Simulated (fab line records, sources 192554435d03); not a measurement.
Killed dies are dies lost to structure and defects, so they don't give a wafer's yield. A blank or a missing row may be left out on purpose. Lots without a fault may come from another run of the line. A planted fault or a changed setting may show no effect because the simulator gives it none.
fab line records | flow n5_finfet
record lots=7 wafers=19 last_day=18
route steps=1938 shown BEOL_M1@785 BEOL_M4@1111 PASSIVATION@1936
lots that met no fault: from a run of the same line without faults
start_h: hours from the record's first day to the start of the lot's first wafer shown | wait_h: hours since the lot's step before | " the same as in the row above | L1.1+2: a row that stands for several wafers | - no value, or no start given | * or withheld: withheld | < > ~ a bound
route shown NAME@n: a module of which the file shows steps, and the number in the route of the first | usual: mean/standard deviation of fault-free wafers | same: alike in all rows | chamber/n: place in a boat | sites: the reading at each site | _std_site: their standard deviation | _edge_site: outer sites' mean less inner sites' | radius_mm: how far each site lies from the wafer's centre | mask NAME#n: copy n | behind: the tool/chamber that last shaped the wafer | hold: why the lot was held/for how many hours/how that ended | device: the transistor (n, p or np) that didn't switch | end of line: the same wafers' tests at the end of the route | a step without rows: its recipe alone | killed: dies lost to structure and defects at the first sort, not the wafer's yield | map: a wafer's dies, x killed, . not, _ none there
set.NAME: the setting as run; set.NAME@STEP: as run at that earlier step | model.NAME: the simulator's own value behind a step, which no gauge read
lots at some steps of the route; a table a step, a row a wafer
services: from which hour (start_h, from the record's first day; less than 0 if before it) a tool's chamber was out of use, for how many hours, and why
## steps
# step N5_BEOL_M1_DEVELOP_27
# recipe develop_time_s=30 developer=TMAH resist=CAR-EUV rinse_liquid=surfactant_rinse dry=air_spin dev_temp_c=23
# step N5_BEOL_M1_CD_MEAS_28
# recipe landing_energy_ev=500 detector=se_inlens target_cd_y_nm=23.3
# usual cd_nm=23.88/0.28
# same landing_energy_ev=500
# columns lot.wafer tool chamber start_h wait_h cd_nm
L970.1 cd_sem-01 0 138.00 - 23.98
L970.2 " 0 " " 23.83
L970.4 " 0 " " 24.25
L975.2 cd_sem-01 0 177.05 - 24.14
L975.4 " 0 " " 24.08
L976.1 cd_sem-03 0 177.25 - 23.67
L976.2 " 0 " " 23.42
L976.4 " 0 " " 23.45
L977.3 cd_sem-01 0 190.97 - 24.06
L977.4 " 0 " " 23.99
L987.1 cd_sem-01 0 246.99 - 23.82
L987.3 " 0 " " 24.35
L987.6 " 0 " " 23.89
L988.4 cd_sem-02 0 257.00 - 23.53
L988.5 " 0 " " 23.57
L988.6 " 0 " " 23.68
L989.1 cd_sem-03 0 258.00 - 24.19
L989.2 " 0 " " 23.73
L989.4 " 0 " " 23.87
# step N5_BEOL_M1_OVL_MEAS_29
# recipe points_per_wafer=522
# usual V0_OVL=0.0/0.52
# columns lot.wafer tool chamber start_h wait_h V0_OVL[nm]
L970.1 overlay-02 0 138.03 0.0 1.0
L970.2 " 0 " " 1.2
L970.4 " 0 " " 1.0
L975.2 overlay-01 0 177.09 0.0 0.9
L975.4 " 0 " " 1.2
L976.1 overlay-01 0 177.28 0.0 -0.1
L976.2 " 0 " " 0.3
L976.4 " 0 " " 0.0
L977.3 overlay-02 0 191.01 0.0 -0.1
L977.4 " 0 " " -0.1
L987.1 overlay-01 0 247.02 0.0 0.2
L987.3 " 0 " " 0.9
L987.6 " 0 " " -0.2
L988.4 overlay-01 0 257.04 0.0 0.7
L988.5 " 0 " " 1.0
L988.6 " 0 " " 1.2
L989.1 overlay-01 0 258.03 0.0 -0.3
L989.2 " 0 " " 0.5
L989.4 " 0 " " -0.3
# step N5_BEOL_M1_INSPECT_30
# recipe mode=adi inspect_instrument=brightfield
# usual raw_defect_count=405/95
# columns lot.wafer tool chamber start_h wait_h raw_defect_count
L970.1 defect_inspect-02 - 138.09 0.1 466
L970.2 " - " " 486
L970.4 " - " " 458
L975.2 defect_inspect-01 - 177.14 0.0 307
L975.4 " - " " 290
L976.1 defect_inspect-02 - 177.33 0.1 407
L976.2 " - " " 533
L976.4 " - " " 515
L977.3 defect_inspect-01 - 191.06 0.0 426
L977.4 " - " " 291
L987.1 defect_inspect-02 - 247.07 0.1 383
L987.3 " - " " 372
L987.6 " - " " 418
L988.4 defect_inspect-02 - 257.08 0.0 481
L988.5 " - " " 499
L988.6 " - " " 337
L989.1 defect_inspect-02 - 258.08 0.1 392
L989.2 " - " " 374
L989.4 " - " " 276
# step N5_BEOL_M1_DESCUM_33
# recipe chemistry=O2 time_s=7 source_power_w=50 bias_power_w=20 pressure_mtorr=20 rf_frequency_hz=2.712e+07 temp_c=40 resist=CAR-EUV o2_flow_sccm=225
# usual drypump_motor_current_A=5.8/0.58 oes_product_au=0.77/0.095 rf_vpp_V=243.3/1.3 showerhead_plenum_p_Torr=2.11/0.055 throttle_valve_pct=20.47/0.24
# columns lot.wafer tool chamber start_h wait_h drypump_motor_current_A oes_product_au rf_hours_counter_h rf_vpp_V showerhead_plenum_p_Torr throttle_valve_pct
L970.1 rie_diel-03 1 138.12 0.0 5.3 0.76 161 242.2 2.10 20.90
L970.2 " 3 " " 4.8 0.73 157 243.9 2.18 20.49
L970.4 " 3 " " 4.8 0.74 - 244.8 2.19 20.47
L975.2 rie_diel-02 1 177.38 0.2 6.3 0.84 62 244.9 2.14 20.12
L975.4 " 2 " " 5.9 0.69 238 241.1 1.98 20.34
L976.1 rie_diel-03 0 177.56 0.2 5.9 0.96 12 242.1 2.03 20.26
L976.2 " 2 " " 6.0 1.02 2 243.4 2.13 20.26
L976.4 " 1 " " 5.3 0.74 177 244.0 2.09 20.93
L977.3 rie_diel-02 0 191.09 0.0 5.2 0.70 231 244.0 2.11 20.16
L977.4 " 0 " " 5.2 0.70 - 243.8 2.11 20.13
L987.1 rie_diel-05 2 247.11 0.0 6.6 0.73 177 243.3 2.11 20.63
L987.3 " 0 " " 6.6 0.74 174 240.9 2.02 20.23
L987.6 " 0 " " 6.6 0.75 - 240.4 2.02 20.25
L988.4 rie_diel-03 1 257.20 0.1 5.4 0.71 204 244.0 2.08 20.96
L988.5 " 1 " " 5.4 0.71 - 241.3 2.08 20.95
L988.6 " 0 " " 5.9 0.91 - 242.1 2.02 20.32
L989.1 rie_diel-05 0 258.12 0.0 6.6 0.74 176 241.2 2.02 20.24
L989.2 " 2 " " 6.6 0.74 180 242.9 2.11 20.65
L989.4 " 3 " " 5.8 0.69 192 244.1 2.14 20.64
# step N5_BEOL_M1_ETCH_77
# recipe chemistry=N2/H2 target=underlayer target_depth_a=65 mask_material=CAR-EUV time_s=5.2 ion_energy_ev=200 pressure_mtorr=30 source_w=840 bias_w=150 n2_flow_sccm=200 h2_flow_sccm=200 ends=cleared
# step N5_BEOL_M1_ETCH_69
# recipe chemistry=CF4 target=SiARC target_depth_a=156 mask_material=CAR-EUV time_s=26 ion_energy_ev=80 pressure_mtorr=40 source_w=545 bias_w=36 Ar_flow_sccm=100 cf4_flow_sccm=100 ends=cleared
# usual cf4_flow_sccm=100.02/0.28 drypump_motor_current_A=5.8/0.58 etch_rf_on_time_s=26.2/0.97 mfc_ar_sccm=99.98/0.3 oes_product_au=0.66/0.079 rf_vpp_V=184.1/1.1 showerhead_plenum_p_Torr=2.16/0.056 throttle_valve_pct=15.66/0.23
# columns lot.wafer tool chamber start_h wait_h cf4_flow_sccm drypump_motor_current_A etch_rf_on_time_s mfc_ar_sccm oes_product_au rf_hours_counter_h rf_vpp_V showerhead_plenum_p_Torr throttle_valve_pct
L970.1 rie_diel-03 1 138.18 0.0 100.03 5.3 23.8 99.30 0.66 161 183.7 2.15 15.97
L970.2 " 3 " " 100.43 4.8 26.7 100.50 0.64 157 184.8 2.23 15.65
L970.4 " 3 " " 99.77 4.8 26.6 100.17 0.63 - 185.1 2.23 15.63
L975.2 rie_diel-02 1 177.43 0.0 99.63 6.3 26.2 99.42 0.70 62 185.5 2.18 15.25
L975.4 " 2 " " 100.05 5.9 27.2 100.03 0.59 238 183.4 2.04 15.60
L976.1 rie_diel-03 0 177.62 0.0 100.32 5.9 25.3 99.90 0.82 12 184.2 2.10 15.60
L976.2 " 2 " " 100.02 6.0 26.1 99.48 0.85 2 182.9 2.20 15.53
L976.4 " 1 " " 99.51 5.3 23.8 100.29 0.66 177 181.3 2.14 16.00
L977.3 rie_diel-02 0 191.14 0.0 100.45 5.2 27.0 100.19 0.59 231 185.7 2.20 15.75
L977.4 " 0 " " 100.37 5.2 27.0 100.47 0.59 - 185.1 2.20 15.74
L987.1 rie_diel-05 2 247.16 0.0 99.78 6.7 26.6 100.20 0.63 177 184.7 2.12 15.56
L987.3 " 0 " " 99.98 6.6 27.4 99.73 0.62 174 181.6 2.06 15.40
L987.6 " 0 " " 99.77 6.6 27.2 100.02 0.62 - 181.2 2.06 15.39
L988.4 rie_diel-03 1 257.25 0.0 99.73 5.4 24.3 99.84 0.63 204 183.3 2.13 16.04
L988.5 " 1 " " 100.04 5.3 24.1 100.06 0.63 - 183.3 2.13 16.05
L988.6 " 0 " " 99.17 5.9 25.1 99.39 0.79 - 182.4 2.09 15.64
L989.1 rie_diel-05 0 258.17 0.0 99.41 6.6 26.5 100.16 0.63 176 183.3 2.06 15.39
L989.2 " 2 " " 99.88 6.7 26.0 100.54 0.63 180 182.9 2.12 15.57
L989.4 " 3 " " 99.92 5.9 26.3 100.42 0.59 192 185.3 2.20 15.89
# step N5_BEOL_M1_ALD_98
# recipe material=SiO2 target_thk_a=25 temp_c=100 ald_precursor_family=BDEAS ald_co_reactant=O2-plasma pulse_time_s=1 co_reactant_pulse_time_s=1 purge_time_s=2 co_reactant_purge_time_s=2 ald_cycles=17 pressure_torr=2
# usual heater_power_w=77/4.1 precursor_pulse_height_rel=1.002/0.02
# same co_reactant_purge_time_s=2
# columns lot.wafer tool chamber start_h wait_h heater_power_w precursor_pulse_height_rel
L970.1 ald_sin-04 3 138.41 0.2 72 1.043
L970.2 " 1 " " 80 1.023
L970.4 " 2 " " 85 0.995
L975.2 ald_sin-01 0 177.51 0.1 73 1.019
L975.4 " 3 " " 77 1.018
L976.1 ald_sin-01 1 177.70 0.1 78 0.961
L976.2 " 2 " " 80 1.020
L976.4 " 3 " " 74 1.023
L977.3 ald_sin-04 1 191.24 0.1 76 1.020
L977.4 " 2 " " 89 1.020
L987.1 ald_sin-03 0 247.69 0.5 85 1.034
L987.3 " 3 " " 70 1.008
L987.6 " 3 " " 69 1.002
L988.4 ald_sin-01 0 257.33 0.1 75 1.041
L988.5 " 3 " " 76 1.003
L988.6 " 0 " " 75 0.992
L989.1 ald_sin-03 1 258.25 0.1 76 0.969
L989.2 " 0 " " 81 1.021
L989.4 " 1 " " 77 1.005
# step N5_BEOL_M1_ETCHBACK_99
# recipe chemistry=CHF3 target=SiO2 target_depth_a=50 time_s=10.4 source_w=215 bias_w=47 Ar_flow_sccm=200 CHF3_flow_sccm=12 ion_energy_ev=100 pressure_mtorr=30
# usual CHF3_flow_sccm=12.00/0.037 drypump_motor_current_A=5.8/0.55 mfc_ar_sccm=200.0/0.64 oes_product_au=0.77/0.094 rf_vpp_V=243/3.1 showerhead_plenum_p_Torr=2.18/0.058 throttle_valve_pct=17.11/0.23
# columns lot.wafer tool chamber start_h wait_h CHF3_flow_sccm drypump_motor_current_A mfc_ar_sccm oes_product_au rf_hours_counter_h rf_vpp_V showerhead_plenum_p_Torr throttle_valve_pct
L970.1 rie_diel-02 2 141.05 2.6 12.03 5.9 200.6 0.70 226 238 2.07 17.16
L970.2 " 1 " " 11.97 6.3 199.4 0.83 51 243 2.19 16.66
L970.4 " 3 " " 12.02 6.2 199.4 0.69 217 242 2.22 17.06
L975.2 rie_diel-02 1 184.64 7.1 12.01 6.3 199.0 0.82 64 244 2.18 16.69
L975.4 " 1 " " 12.02 6.3 199.2 0.81 - 243 2.18 16.67
L976.1 rie_diel-02 2 193.71 16.0 11.99 5.9 199.4 0.69 243 239 2.06 17.19
L976.2 " 0 " " 11.99 5.2 200.4 0.70 232 244 2.21 17.15
L976.4 " 1 " " 11.97 6.3 200.4 0.81 - 245 2.18 16.69
L977.3 rie_diel-02 0 194.20 2.9 11.97 5.2 200.4 0.70 232 243 2.21 17.15
L977.4 " 3 " " 12.01 6.3 199.8 0.68 228 244 2.21 17.07
L987.1 rie_diel-03 0 261.32 13.6 11.99 5.9 200.2 0.90 39 241 2.11 17.19
L987.3 " 1 " " 11.99 5.3 200.4 0.72 205 241 2.14 17.52
L987.6 " 3 " " 11.96 4.8 200.6 0.70 - 248 2.27 17.36
L988.4 rie_diel-03 3 265.99 8.6 12.04 4.8 200.3 0.71 201 247 2.27 17.37
L988.5 " 1 " " 12.01 5.4 199.7 0.73 - 243 2.14 17.50
L988.6 " 2 " " 11.99 6.0 199.9 0.94 - 241 2.22 17.17
L989.1 rie_diel-02 2 274.48 16.2 12.02 5.9 198.7 0.89 13 242 2.33 16.81
L989.2 " 1 " " 12.03 6.3 199.6 0.78 94 244 2.17 16.75
L989.4 " 1 " " 12.00 6.3 200.3 0.78 - 244 2.17 16.74
# step N5_BEOL_M1_ETCH_70
# recipe chemistry=N2/H2 target=SOC target_depth_a=800 overetch_a=160 mask_material=SiARC temp_c=40 time_s=120 ion_energy_ev=200 pressure_mtorr=30 source_w=840 bias_w=150 n2_flow_sccm=200 h2_flow_sccm=200
# usual drypump_motor_current_A=5.8/0.55 oes_product_au=0.59/0.068 rf_vpp_V=524.6/2 showerhead_plenum_p_Torr=2.57/0.074 throttle_valve_pct=17.80/0.17
# columns lot.wafer tool chamber start_h wait_h drypump_motor_current_A oes_product_au rf_hours_counter_h rf_vpp_V showerhead_plenum_p_Torr throttle_valve_pct
L970.1 rie_diel-02 2 141.08 0.0 5.9 0.54 226 519.9 2.39 17.66
L970.2 " 1 " " 6.3 0.63 51 524.4 2.61 17.58
L970.4 " 3 " " 6.3 0.54 217 525.9 2.65 17.93
L975.2 rie_diel-02 1 184.68 0.0 6.3 0.62 64 524.5 2.60 17.60
L975.4 " 1 " " 6.3 0.63 - 525.9 2.60 17.59
L976.1 rie_diel-02 2 193.75 0.0 5.9 0.53 243 520.3 2.39 17.65
L976.2 " 0 " " 5.2 0.55 232 526.0 2.60 17.68
L976.4 " 1 " " 6.3 0.63 - 526.0 2.60 17.62
L977.3 rie_diel-02 0 194.24 0.0 5.2 0.54 232 525.7 2.60 17.69
L977.4 " 3 " " 6.2 0.52 229 525.9 2.64 17.95
L987.1 rie_diel-03 0 261.36 0.0 5.9 0.69 39 522.7 2.49 17.88
L987.3 " 1 " " 5.3 0.54 205 523.7 2.50 18.08
L987.6 " 3 " " 4.9 0.55 - 527.8 2.63 17.94
L988.4 rie_diel-03 3 266.02 0.0 4.8 0.54 201 527.3 2.63 17.94
L988.5 " 1 " " 5.4 0.55 - 523.9 2.50 18.07
L988.6 " 2 " " 6.0 0.71 - 525.3 2.60 17.87
L989.1 rie_diel-02 2 274.51 0.0 5.9 0.70 13 528.7 2.69 17.31
L989.2 " 1 " " 6.3 0.60 94 524.6 2.59 17.65
L989.4 " 1 " " 6.3 0.61 - 524.7 2.59 17.65
# step N5_BEOL_M1_STRIP_71
# recipe chemistry=N2/H2 temp_c=40 n2_flow_sccm=200 h2_flow_sccm=200 rf_frequency_hz=6e+07
# step N5_BEOL_M1_STRIP_78
# recipe chemistry=N2/H2 temp_c=40 n2_flow_sccm=200 h2_flow_sccm=200 rf_frequency_hz=6e+07
# step N5_BEOL_M1_VIA_ETCH_34
# recipe chemistry=C4F6/O2 target_depth_a=678 mask_material=SOC pressure_mtorr=15 ion_energy_ev=250 taper_deg=4 time_s=64.4 source_w=350 bias_w=170 Ar_flow_sccm=300 C4F6_flow_sccm=10 O2_flow_sccm=10
# usual drypump_motor_current_A=5.8/0.55 mfc_ar_sccm=300.1/0.96 oes_product_au=0.77/0.093 rf_vpp_V=672/8.4 showerhead_plenum_p_Torr=2.88/0.074 throttle_valve_pct=30.8/0.35
# columns lot.wafer tool chamber start_h wait_h drypump_motor_current_A mfc_ar_sccm oes_product_au rf_hours_counter_h rf_vpp_V showerhead_plenum_p_Torr throttle_valve_pct model.etch.depth_nm model.SOC_of_BEOL_M1_COAT_67.thk_nm
L970.1 rie_diel-02 2 141.18 0.0 5.9 300.1 0.70 226 657 2.73 30.9 65.2 52.2
L970.2 " 1 " " 6.3 299.6 0.83 51 674 2.89 30.3 67.33 52
L970.4 " 3 " " 6.2 300.1 0.69 217 669 2.93 30.7 65.98 52
L975.2 rie_diel-02 1 184.78 0.0 6.3 299.3 0.82 64 674 2.88 30.3 68.22 52
L975.4 " 1 " " 6.3 300.0 1.03 - 674 2.88 30.3 95.48 48.8
L976.1 rie_diel-02 2 193.85 0.0 5.9 300.0 0.69 243 657 2.73 30.9 65.6 52.2
L976.2 " 0 " " 5.2 303.9 0.69 232 673 2.92 30.5 65.99 52.4
L976.4 " 1 " " 6.3 301.3 1.02 - 674 2.88 30.4 96.08 48.8
L977.3 rie_diel-02 0 194.34 0.0 5.2 301.3 0.87 232 673 2.92 30.5 92.51 49.2
L977.4 " 3 " " 6.2 300.7 0.85 229 670 2.92 30.7 94.36 48.6
L987.1 rie_diel-03 0 261.46 0.0 6.0 300.5 0.90 39 662 2.79 30.8 69.33 52.4
L987.3 " 1 " " 5.4 300.5 0.72 205 670 2.82 31.4 68.98 52.2
L987.6 " 3 " " 4.8 300.8 0.71 - 683 2.99 31.3 65.85 52.4
L988.4 rie_diel-03 3 266.12 0.0 4.8 301.2 0.72 201 683 2.99 31.3 67.2 52
L988.5 " 1 " " 5.3 299.8 0.72 - 669 2.82 31.4 69.95 51.8
L988.6 " 2 " " 6.0 301.0 0.92 - 668 2.93 31.2 68.37 52.2
L989.1 rie_diel-02 2 274.61 0.0 5.9 300.9 0.89 13 667 3.06 30.8 65.95 52.2
L989.2 " 1 " " 6.3 299.0 0.78 95 674 2.87 30.3 67.36 52.2
L989.4 " 1 " " 6.3 298.9 0.78 - 674 2.87 30.3 67.71 52.2
# step N5_BEOL_M1_STRIP_83
# recipe chemistry=C4F6/O2 resist=SiARC rf_frequency_hz=6e+07
# step N5_BEOL_M4_RC_MEAS_101
# usual DIBL_N=36.4/2.7 DIBL_P=36/3.2 IOFF_N=0.16/0.046 IOFF_P=0.21/0.055 ION_N=677/15 ION_P=464/11 SS_N=71.5/0.79 SS_P=73.3/0.93 VT_N=250/4.1 VT_P=-251/4.4
# columns lot.wafer tool chamber start_h wait_h DIBL_N[mV/V] DIBL_P[mV/V] IOFF_N[nA/um] IOFF_P[nA/um] ION_N[uA/um] ION_P[uA/um] SS_N[mV/dec] SS_P[mV/dec] VT_N[mV] VT_P[mV]
L970.1 prober-01 0 188.78 0.0 38.1 39 0.20 0.30 686 480 72.7 74.1 244 -243
L970.2 " 0 " " 37.1 39 0.20 0.32 686 482 71.5 73.9 241 -240
L970.4 " 0 " " 34.7 34 0.14 0.20 689 469 71.1 72.3 248 -248
L975.2 prober-02 0 230.95 0.2 41.4 41 0.23 0.33 676 460 71.9 74.9 248 -245
L975.4 " 0 " " 37.5 36 0.17 0.21 683 460 72.0 73.7 249 -252
L976.1 prober-01 0 235.59 0.0 39.1 39 0.19 0.27 699 478 72.6 74.8 247 -248
L976.2 " 0 " " 35.3 34 0.11 0.17 666 463 71.1 72.3 256 -254
L976.4 " 0 " " 35.4 33 0.11 0.17 651 456 71.3 72.2 258 -253
L977.3 prober-02 0 238.53 0.3 35.7 34 0.13 0.17 669 457 71.1 72.8 253 -254
L977.4 " 0 " " 37.1 37 0.18 0.22 701 478 71.4 74.4 245 -251
L987.1 prober-01 0 298.70 0.0 39.3 39 0.20 0.25 679 464 72.0 73.7 243 -248
L987.3 " 0 " " 38.4 37 0.19 0.23 691 467 71.1 73.3 247 -249
L987.6 " 0 " " 41.9 41 0.26 0.29 695 470 73.3 74.8 243 -247
L988.4 prober-02 0 317.09 0.5 39.8 40 0.23 0.26 692 470 72.3 74.0 245 -246
L988.5 " 0 " " 37.0 37 0.17 0.21 698 472 71.3 73.3 248 -250
L988.6 " 0 " " 40.3 42 0.26 0.30 696 471 73.2 74.7 244 -246
L989.1 prober-02 0 319.05 0.0 37.4 36 0.16 0.21 681 465 70.7 73.3 248 -250
L989.2 " 0 " " 36.8 36 0.15 0.19 670 456 70.8 73.2 250 -254
L989.4 " 0 " " 37.1 36 0.17 0.20 697 477 70.7 72.9 248 -253
# step N5_PASSIVATION_PROBE_49
# usual defect_limited_yield=91.1/1.4 killed_at_M0_to_M3=34/9.7 killed_at_M4_up=13/5.1 killed_at_contacts=14/6.3 killed_at_front_end=40/11 killed_at_other=3.5/2.7 killed_dies=105/16 killed_on_rim=13/4.1 killed_open=70/12 killed_short=34/7.8 sort_bin_4_leakage=0.02/0.13 sort_bin_5_function=5.2/0.88 sort_bin_6_memory=3.3/0.7 sort_n_pass=1074/17 sort_yield_pct=91.0/1.5
# same gross_dies=1180 killed_at_back_side=0 sort_bin_8_speed[%]=0
# columns lot.wafer tool chamber start_h wait_h defect_limited_yield[%] killed_at_M0_to_M3 killed_at_M4_up killed_at_contacts killed_at_front_end killed_at_other killed_dies killed_on_rim killed_open killed_short sort_bin_4_leakage[%] sort_bin_5_function[%] sort_bin_6_memory[%] sort_n_pass sort_yield_pct[%]
L970.1 prober-01 - 291.78 0.0 90.3 46 6 24 34 4 114 15 75 39 0 5.7 3.6 1066 90.3
L970.2 prober-01 - 291.83 0.1 91.3 41 14 23 25 0 103 9 72 30 0 5.6 2.9 1077 91.3
L970.4 prober-01 - 291.93 0.2 92.5 36 14 18 20 0 88 13 56 30 0 4.8 2.4 1092 92.5
L975.4 prober-02 - 339.19 0.2 90.8 35 15 15 37 6 108 10 64 35 0 5.2 2.9 1072 90.8
L977.3 prober-01 - 339.42 0.1 91.1 21 28 13 41 2 105 13 78 26 0 5.4 3.5 1075 91.1
L977.4 prober-01 - 339.47 0.2 93.6 22 9 15 23 7 76 16 54 22 0 3.8 2.3 1104 93.6
L976.1 prober-01 - 355.45 0.0 90.6 23 7 10 64 7 111 21 69 41 0 5.4 3.6 1069 90.6
L976.2 prober-01 - 355.50 0.1 89.7 32 36 6 37 11 122 16 76 45 0 6.7 3.4 1058 89.7
L976.4 prober-01 - 355.60 0.2 89.3 22 22 14 65 3 126 16 84 42 0 5.7 4.5 1054 89.3
L987.1 prober-01 - 403.08 0.0 89.9 48 13 5 47 6 119 17 78 40 0 5.4 4.3 1061 89.9
L987.3 prober-01 - 403.18 0.1 90.1 43 24 17 31 2 117 17 87 30 0 6.3 3.6 1063 90.1
L987.6 prober-01 - 403.33 0.3 92.5 31 14 14 27 2 88 14 62 24 0 4.5 2.9 1092 92.5
L988.4 prober-01 - 407.66 0.2 91.6 26 16 15 39 3 99 10 62 34 0.08 4.5 3.4 1080 91.5
L989.1 prober-01 - 423.72 0.0 90.8 39 11 5 51 3 109 13 65 43 0 5.1 3.8 1071 90.8
L989.2 prober-01 - 423.77 0.1 91.9 32 14 3 44 3 96 10 72 24 0 4.6 3.3 1084 91.9
L989.4 prober-01 - 423.87 0.2 89.6 41 14 9 55 4 123 9 72 51 0 5.6 4.3 1057 89.6
# killed by level:class
L970.1 MOL_CONTACT_COAG:geometric_particle:open=21 BEOL_M0_SAQP:geometric_particle:open=19 BEOL_M0_SAQP:geometric_particle:short=15 BEOL_M2:geometric_particle:open=7 DUMMY_GATE:geometric_particle:open=5 BEOL_M4:geometric_particle:open=5 STARTING-WAFER:geometric_particle:short=5 FIN_SAQP:geometric_particle:open=4
L970.2 MOL_CONTACT_COAG:geometric_particle:open=17 BEOL_M0_SAQP:geometric_particle:open=16 BEOL_M2:geometric_particle:open=9 BEOL_M0_SAQP:geometric_particle:short=7 MOL_CONTACT_COAG:geometric_particle:short=6 BEOL_M4:geometric_particle:open=6 FIN_SAQP:geometric_particle:short=5 BEOL_M3:geometric_particle:open=5
L970.4 MOL_CONTACT_COAG:geometric_particle:open=15 BEOL_M0_SAQP:geometric_particle:short=11 BEOL_M0_SAQP:geometric_particle:open=8 BEOL_M4:geometric_particle:open=6 DUMMY_GATE:geometric_particle:open=5 BEOL_M1:geometric_particle:open=5 FIN_SAQP:geometric_particle:short=4 FIN_SAQP:geometric_particle:open=4
L975.4 MOL_CONTACT_COAG:geometric_particle:open=13 BEOL_M0_SAQP:geometric_particle:short=10 BEOL_M0_SAQP:geometric_particle:open=9 HKMG_FIN:area_etch=9 STI_FIN_REVEAL:geometric_particle:open=6 BEOL_M2:geometric_particle:open=6 FIN_SAQP:geometric_particle:open=4 BEOL_M3:geometric_particle:open=4
L977.3 STI_FIN_REVEAL:geometric_particle:open=14 FIN_SAQP:geometric_particle:open=11 MOL_CONTACT_COAG:geometric_particle:open=10 BEOL_M1:geometric_particle:open=8 BEOL_M4:geometric_particle:open=7 BEOL_M5:geometric_particle:open=5 BEOL_M3:geometric_particle:open=4 BEOL_M7:geometric_particle:open=4
L977.4 MOL_CONTACT_COAG:geometric_particle:open=12 FIN_SAQP:geometric_particle:open=8 BEOL_M0_SAQP:geometric_particle:short=6 FIN_SAQP:geometric_particle:short=5 DUMMY_GATE:geometric_particle:open=4 BEOL_M0_SAQP:geometric_particle:open=4 BEOL_M1:geometric_particle:open=4 BEOL_M2:geometric_particle:open=4
L976.1 FIN_SAQP:geometric_particle:open=17 FIN_SAQP:geometric_particle:short=14 STI_FIN_REVEAL:geometric_particle:open=12 MOL_CONTACT_COAG:geometric_particle:open=10 GATE_CUT:geometric_particle:short=7 GATE_CUT:geometric_particle:open=6 BEOL_M2:geometric_particle:open=5 BEOL_M3:geometric_particle:short=5
L976.2 BEOL_M4:geometric_particle:open=17 BEOL_M4:geometric_particle:short=10 STI_FIN_REVEAL:geometric_particle:open=9 BEOL_M1:geometric_particle:open=7 BEOL_M3:geometric_particle:open=7 GATE_CUT:geometric_particle:short=6 MOL_CONTACT_COAG:geometric_particle:open=5 BEOL_M0_SAQP:geometric_particle:open=5
L976.4 STI_FIN_REVEAL:geometric_particle:open=27 MOL_CONTACT_COAG:geometric_particle:open=12 FIN_SAQP:geometric_particle:short=8 BEOL_M4:geometric_particle:open=8 BEOL_M3:geometric_particle:open=7 GATE_CUT:geometric_particle:short=6 FIN_SAQP:geometric_particle:open=5 STI_FIN_REVEAL:geometric_particle:short=4
L987.1 BEOL_M3:geometric_particle:open=17 FIN_SAQP:geometric_particle:open=15 FIN_SAQP:geometric_particle:short=11 BEOL_M1:geometric_particle:short=8 BEOL_M1:geometric_particle:open=7 DUMMY_GATE:geometric_particle:open=6 BEOL_M2:geometric_particle:open=5 BEOL_M3:geometric_particle:short=4
L987.3 BEOL_M1:geometric_particle:open=19 MOL_CONTACT_COAG:geometric_particle:open=14 BEOL_M2:geometric_particle:open=12 BEOL_M4:geometric_particle:open=10 BEOL_M4:geometric_particle:short=8 FIN_SAQP:geometric_particle:open=7 BEOL_M3:geometric_particle:open=5 STI_FIN_REVEAL:geometric_particle:open=5
L987.6 MOL_CONTACT_COAG:geometric_particle:open=12 BEOL_M1:geometric_particle:open=8 BEOL_M4:geometric_particle:open=8 FIN_SAQP:geometric_particle:short=7 BEOL_M2:geometric_particle:open=6 BEOL_M3:geometric_particle:open=5 FIN_SAQP:geometric_particle:open=4 GATE_CUT:geometric_particle:short=4
L988.4 MOL_CONTACT_COAG:geometric_particle:open=14 BEOL_M0_SAQP:geometric_particle:open=9 BEOL_M4:geometric_particle:open=9 SPACER0:geometric_particle:open=5 GATE_CUT:geometric_particle:short=5 BEOL_M0_SAQP:geometric_particle:short=5 FIN_SAQP:geometric_particle:short=4 DUMMY_GATE:geometric_particle:open=4
L989.1 BEOL_M0_SAQP:geometric_particle:short=19 STI_FIN_REVEAL:geometric_particle:open=18 BEOL_M0_SAQP:geometric_particle:open=10 FIN_SAQP:geometric_particle:open=8 STI_FIN_REVEAL:geometric_particle:short=7 FIN_SAQP:geometric_particle:short=6 BEOL_M1:geometric_particle:open=6 MOL_CONTACT_COAG:geometric_particle:open=5
L989.2 STI_FIN_REVEAL:geometric_particle:open=21 BEOL_M0_SAQP:geometric_particle:open=9 BEOL_M4:geometric_particle:open=9 STI_FIN_REVEAL:geometric_particle:short=8 BEOL_M0_SAQP:geometric_particle:short=5 BEOL_M3:geometric_particle:open=5 BEOL_M0:geometric_particle:open=4 BEOL_M2:geometric_particle:open=4
L989.4 STI_FIN_REVEAL:geometric_particle:open=28 BEOL_M0_SAQP:geometric_particle:short=18 BEOL_M0_SAQP:geometric_particle:open=12 STI_FIN_REVEAL:geometric_particle:short=8 MOL_CONTACT_COAG:geometric_particle:open=6 BEOL_M4:geometric_particle:short=6 BEOL_M2:geometric_particle:open=4 FIN_SAQP:geometric_particle:open=3
## services
# columns tool chamber start_h hours kind
rie_diel-05 3 120.53 12.2 repair
rie_diel-05 0 130.14 5.3 repair
rie_diel-03 0 130.43 - clean
rie_diel-03 0 130.43 - consumable_replace:focus_ring
rie_diel-03 0 130.43 18.5 scheduled_down
rie_diel-03 0 130.43 18.5 vent_cycle
rie_diel-02 - 145.77 0.3 repair
rie_diel-03 2 149.60 - clean
rie_diel-03 2 149.60 - consumable_replace:focus_ring
rie_diel-03 2 149.60 19.4 scheduled_down
rie_diel-03 2 149.60 19.4 vent_cycle
ald_sin-04 0 151.87 11.8 repair
rie_diel-02 2 214.60 - clean
rie_diel-02 2 214.60 - consumable_replace:focus_ring
rie_diel-02 2 214.60 - consumable_replace:showerhead
rie_diel-02 2 214.60 22.7 scheduled_down
rie_diel-02 2 214.60 22.7 vent_cycle
ald_sin-03 - 225.16 1.1 repair
rie_diel-02 0 254.63 - clean
rie_diel-02 0 254.63 - consumable_replace:focus_ring
rie_diel-02 0 254.63 32.4 scheduled_down
rie_diel-02 0 254.63 32.4 vent_cycle
ald_sin-03 3 256.27 4.4 repair
ald_sin-01 - 268.25 14.0 pm
## key
first_sign step=N5_BEOL_M1_VIA_ETCH_34 reading=oes_product_au direction=up sigmas=1.9 usual=0.77 struck=0.94 wafers_moved=2
effect none on later readings
model_effect step=N5_BEOL_M1_VIA_ETCH_34 value=etch.depth_nm without=67.07 struck=94.61
met_at N5_BEOL_M1_VIA_ETCH_34
struck_wafers L975.4,L976.4,L977.3,L977.4
onset_between 141.18 184.78
fault kind=process_parameter_drift tool=rie_diel-02 chamber=- onset_h=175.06 steps=N5_BEOL_M1_VIA_ETCH_34 channel=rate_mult offset=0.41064 shape=step end_h=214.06 scope=struck_wafers_only
